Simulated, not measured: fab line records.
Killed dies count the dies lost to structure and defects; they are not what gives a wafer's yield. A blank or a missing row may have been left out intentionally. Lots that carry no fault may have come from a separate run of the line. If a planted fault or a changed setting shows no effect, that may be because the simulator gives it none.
The same fault as seen by 2 desks :: flow n5 finfet :: each desk has only its own numbers; what lay behind them comes last

## THE METROLOGY DESK
Means of the sampled wafers that have a number, per lot and without regard to the tool the lot ran on: this is what the gauges read. Any lot whose mean is over 4 standard deviations away from the usual mean is out of limits and marked OUT; that distance is given in the brackets. 7 of its 11 readings are shown, namely those furthest out on some lot.
Columns: A = DIBL_P at N5_BEOL_M4_RC_MEAS_101, usual 36.5 mV/V; B = IOFF_N at N5_BEOL_M4_RC_MEAS_101, usual 0.16 nA/um; C = ION_P at N5_BEOL_M4_RC_MEAS_101, usual 465 uA/um; D = SS_N at N5_BEOL_M4_RC_MEAS_101, usual 71.5 mV/dec; E = SS_P at N5_BEOL_M4_RC_MEAS_101, usual 73.3 mV/dec; F = VT_N at N5_BEOL_M4_RC_MEAS_101, usual 250 mV; G = trench depth nm at N5_BEOL_M7_OCD_MEAS_38, usual 93.2 nm
lot: L135
first seen here: day 8 02:34
A: 38.0
B: 0.18
C: 471
D: 71.7
E: 73.2
F: 249
G: 93.6

lot: L138
first seen here: day 8 20:51
A: 37.4
B: 0.16
C: 473
D: 71.5
E: 73.4
F: 250
G: 93.6

lot: L140
first seen here: day 9 03:23
A: 36.0
B: 0.16
C: 463
D: 71.8
E: 73.4
F: 249
G: 92.9

lot: L142
first seen here: day 9 10:03
A: 33.8
B: 0.15
C: 462
D: 71.5
E: 72.5
F: 251
G: 92.0

lot: L144
first seen here: day 10 03:26
A: 35.8
B: 0.15
C: 467
D: 71.4
E: 73.0
F: 250
G: 93.9

lot: L146
first seen here: day 10 10:26
A: 34.1
B: 0.13
C: 463
D: 71.2
E: 73.2
F: 252
G: 93.1

lot: L155
first seen here: day 13 20:59
A: 35.9
B: 0.17
C: 470
D: 71.8
E: 73.4
F: 247
G: 94.1

lot: L152
first seen here: day 14 10:19
A: 38.6
B: 0.15
C: 466
D: 70.7
E: 73.0
F: 253
G: 93.5

lot: L158
first seen here: day 14 20:30
A: 37.5
B: 0.16
C: 474
D: 71.1
E: 73.6
F: 250
G: 93.7
Finding of this desk: none of the 9 lots has anything out of limits.

## AT THE TOOL OWNER'S DESK: rie diel-04
The tool's own readings at N5_BEOL_M7_VIA_ETCH_34 (etches SiCOH lowk in C4F6/O2, target depth 125.5 nm, time 50.5 s): means of the sampled wafers that have a number, for each lot that ran on this tool. Any lot whose mean is over 4 standard deviations away from the usual mean is out of limits and marked OUT; that distance is given in the brackets.
Columns: A = chamber pressure mTorr at N5_BEOL_M7_VIA_ETCH_34, usual 30.000 mTorr; B = drypump motor current A at N5_BEOL_M7_VIA_ETCH_34, usual 5.8 A; C = oes product au at N5_BEOL_M7_VIA_ETCH_34, usual 0.79 a.u.; D = rf fwd power W at N5_BEOL_M7_VIA_ETCH_34, usual 341.5 W; E = rf vpp V at N5_BEOL_M7_VIA_ETCH_34, usual 661 V; F = showerhead plenum p Torr at N5_BEOL_M7_VIA_ETCH_34, usual 2.82 Torr; G = throttle valve pct at N5_BEOL_M7_VIA_ETCH_34, usual 20.85 %
lot: L138
first seen here: day 9 22:34
A: 29.983
B: 5.9
C: 0.85
D: 341.8
E: 648
F: 2.77
G: 20.81

lot: L146
first seen here: day 11 05:44
A: 29.999
B: 5.7
C: 0.78
D: 341.2
E: 651
F: 2.78
G: 20.87

lot: L155
first seen here: day 15 08:51
A: 30.026
B: 5.8
C: 0.84
D: 342.7
E: 657
F: 2.77
G: 20.76

lot: L152
first seen here: day 15 18:58
A: 29.982
B: 6.0
C: 0.78
D: 259.3 (-59) OUT
E: 750 (+9.2) OUT
F: 2.77
G: 20.77
This desk's verdict: out of limits on L152, starting with L152 at day 15 18:58 (rf fwd power W at N5_BEOL_M7_VIA_ETCH_34). L138, L146, L155 stayed within limits.

## PUT TOGETHER
The tool owner's desk could have raised an alarm at day 15 18:58, on L152.
At the metrology desk, nothing out of limits was observed.
The metrology desk has L152 on record, within its limits.
Of the lots named, all ran N5_BEOL_M7_VIA_ETCH_34 on rie diel-04.

## WHAT THE SIMULATOR HAD INSERTED
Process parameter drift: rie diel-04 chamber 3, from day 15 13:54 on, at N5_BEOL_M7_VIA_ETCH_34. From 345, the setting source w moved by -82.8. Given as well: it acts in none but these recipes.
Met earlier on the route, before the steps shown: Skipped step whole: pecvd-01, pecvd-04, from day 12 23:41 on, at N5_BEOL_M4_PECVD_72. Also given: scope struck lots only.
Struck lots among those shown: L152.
Each desk's first reading out of limits, in hours after the fault started: the tool owner's desk, 5.
